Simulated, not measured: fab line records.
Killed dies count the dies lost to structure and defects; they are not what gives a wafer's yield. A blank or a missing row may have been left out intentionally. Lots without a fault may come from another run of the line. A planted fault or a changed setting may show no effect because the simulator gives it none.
Comparing a struck lot with a sound one + flow n5 finfet + 39 steps out of a route of 1938
Sound: the wafers L436.2, L436.3, L436.5. Struck: wafer L425.6 (left out: L425.4, a lot-mate that was not struck); the cause follows at the end.
Per side, at each step with rows, come the tool, then ch with its chambers, and then its first start. Under that, the readings that differ: sound wafers + struck wafers + difference of the means + sigmas: that difference in standard deviations of wafers without a fault.
alike: readings whose means differ by less than 2 such deviations, and words and numbers that are the same on both sides. not compared: withheld readings, readings that some wafer has no value for, bounds like >300 that may hide the same value, and numbers for which the record gives no deviation and whose values overlap.
A row with sigmas, a row that says differs or no value, or rows on one side alone: a step with any of these is where the two part. When numbers do not overlap yet have no deviation, they are printed without sigmas and do not part them. A reading missing from all wafers of one side parts the sides only when that side holds two or more wafers.

first, 10 steps without rows for these wafers: N5_DUMMY_GATE_ETCH_23 (etches poly-Si in HBr/Cl2/O2, target depth 41 nm, time 22.3 s); N5_DUMMY_GATE_ETCH_44 (etches poly-Si in HBr/O2, stops on SiO2, target depth 127.5 nm); N5_DUMMY_GATE_ETCH_42 (etches SiO2 in CHF3/O2, target depth 3.5 nm, time 31 s); N5_DUMMY_GATE_STRIP_48 (strips in N2/H2, time 20 s); N5_DUMMY_GATE_PRECLEAN_33 (cleans in dHF, time 10 s); N5_DUMMY_GATE_PRECLEAN_25 (cleans in O3/DIW, time 45 s); N5_DUMMY_GATE_PRECLEAN_51 (cleans in SC2, time 45 s); N5_DUMMY_GATE_SRD_26 (time 30 s); N5_DUMMY_GATE_UV_OZONE_45 (time 120 s); N5_SPACER0_ALD_07 (deposits SiNx, target thk 2 nm).
N5_SPACER0_ALD_00: deposits SiOCN, target thk 3.5 nm, pulse time 3 s, purge time 2 s.
  sound on ald sin-03 ch 0,1, day 8 19:17; struck on ald sin-03 ch 2, day 6 00:53
| reading    | sound    | struck | difference | sigmas |
|------------|----------|--------|------------|--------|
| ald cycles | 58 58 58 | 64     | +6         |        |
  alike: heater power outer w, heater power w, precursor pulse height rel
then, 25 steps without rows for these wafers: N5_SPACER0_ALD_08 (deposits SiNx, target thk 2 nm); N5_SD_EPI_N_COAT_32 (time 60 s, resist thk 350 nm); N5_SD_EPI_N_COAT_33 (time 60 s, resist thk 35 nm); N5_SD_EPI_N_COAT_03 (resist thk 150 nm); N5_SD_EPI_N_EBR_05; N5_SD_EPI_N_SOFTBAKE_04 (time 60 s); N5_SD_EPI_N_EXPOSE_06 (exposes mask SD N BLK, target cd 120 nm); N5_SD_EPI_N_PEB_07 (peb time 60 s); N5_SD_EPI_N_DEVELOP_08 (develop time 30 s); N5_SD_EPI_N_DESCUM_14 (chemistry O2, time 7.9 s); N5_SD_EPI_N_ETCH_34 (etches SiARC in CF4, target depth 45.5 nm, time 75.8 s); N5_SD_EPI_N_ETCH_35 (etches SOC in N2/H2, overetch 108 nm, time 486 s); N5_SD_EPI_N_STRIP_36 (strips in N2/H2); N5_SD_EPI_N_ETCHBACK_44 (etches SiNx in CH3F/O2, stops on SiO2, target depth 14.5 nm); N5_SD_EPI_N_ETCH_45 (etches SiOCN in CH3F/O2, target depth 6 nm); N5_SD_EPI_N_ETCH_16 (etches SiO2 in CHF3/O2, target depth 5 nm); N5_SD_EPI_N_STRIP_47 (strips in CHF3/O2); N5_SD_EPI_N_SD_RECESS_17 (chemistry HBr/Cl2/O2, target depth 41 nm, time 23.7 s, bt time 3 s); N5_SD_EPI_N_STRIP_38 (strips in N2/H2); N5_SD_EPI_N_WET_ETCH_43 (etches SiO2 in dHF, time 14 s, target depth 1.5 nm); N5_SD_EPI_N_STRIP_18 (strips in SPM, time 750 s); N5_SD_EPI_N_SRD_20 (time 30 s); N5_SD_EPI_N_PRECLEAN_48 (cleans in NF3:NH3, afs cycles 2, time 20 s, sublimation time 60 s); N5_SD_EPI_N_VAPOR_ETCH_50 (etches Si in HCl, time 54 s); N5_SD_EPI_N_EPI_21 (deposits Si:P, time 690 s).
N5_SD_EPI_P_PRECLEAN_32: cleans in dHF, time 10 s.
  sound on wet bench-02 ch 4,5,6, day 9 04:55; struck on wet bench-05 ch 5, day 6 09:58
| reading                                   | sound       | struck | difference | sigmas |
|-------------------------------------------|-------------|--------|------------|--------|
| model.SiOCN_of_SPACER0_ALD_00.thk nm (nm) | 3.4 3.4 3.4 | 3.8    | +0.4       |        |
-- here the record skips 5 days between the struck wafers' starts before and after, leaving off in module SD_EPI_P and picking up in module BEOL_M4 (first step shown: number 1111 of the route) --
N5_BEOL_M4_RC_MEAS_101:
  sound on prober-02 ch 0, day 14 04:25; struck on prober-02 ch 0, day 11 10:30
| reading         | sound             | struck | difference | sigmas |
|-----------------|-------------------|--------|------------|--------|
| IOFF_N (nA/um)  | 0.214 0.194 0.151 | 0.134  | -0.052     | -2     |
| REXT_P (ohm.um) | 101.3 101.1 101.1 | 109.5  | +8.3       | +4     |
| SS_P (mV/dec)   | 74.7 74.4 73.2    | 72.4   | -1.7       | -3     |
  alike: DIBL_N, DIBL_P, IOFF_P, ION_N, ION_P, SS_N, VT_N, VT_P
-- record jumps: 4 days separate the struck wafers' starts on either side; left off in module BEOL_M4, taken up again in module PASSIVATION, whose first shown step is the route's number 1936 --
N5_PASSIVATION_PROBE_49:
  struck on prober-01, day 15 10:32; sound on prober-02, day 18 21:59
| reading               | sound       | struck | difference | sigmas |
|-----------------------|-------------|--------|------------|--------|
| killed at contacts    | 13 19 36    | 5      | -18        | -2     |
| sort_bin_6_memory (%) | 3.6 4.3 4.2 | 1.9    | -2.1       | -3     |
  alike: defect limited yield, killed_at_M0_to_M3, killed_at_M4_up, killed at front end, killed at other, killed dies, killed open, killed short, sort_bin_5_function, sort_bin_8_speed, sort n pass, sort yield pct

WHERE THEY PART
First at N5_BEOL_M4_RC_MEAS_101; last, within this record, at N5_PASSIVATION_PROBE_49.

WHY: whatever the simulator had introduced
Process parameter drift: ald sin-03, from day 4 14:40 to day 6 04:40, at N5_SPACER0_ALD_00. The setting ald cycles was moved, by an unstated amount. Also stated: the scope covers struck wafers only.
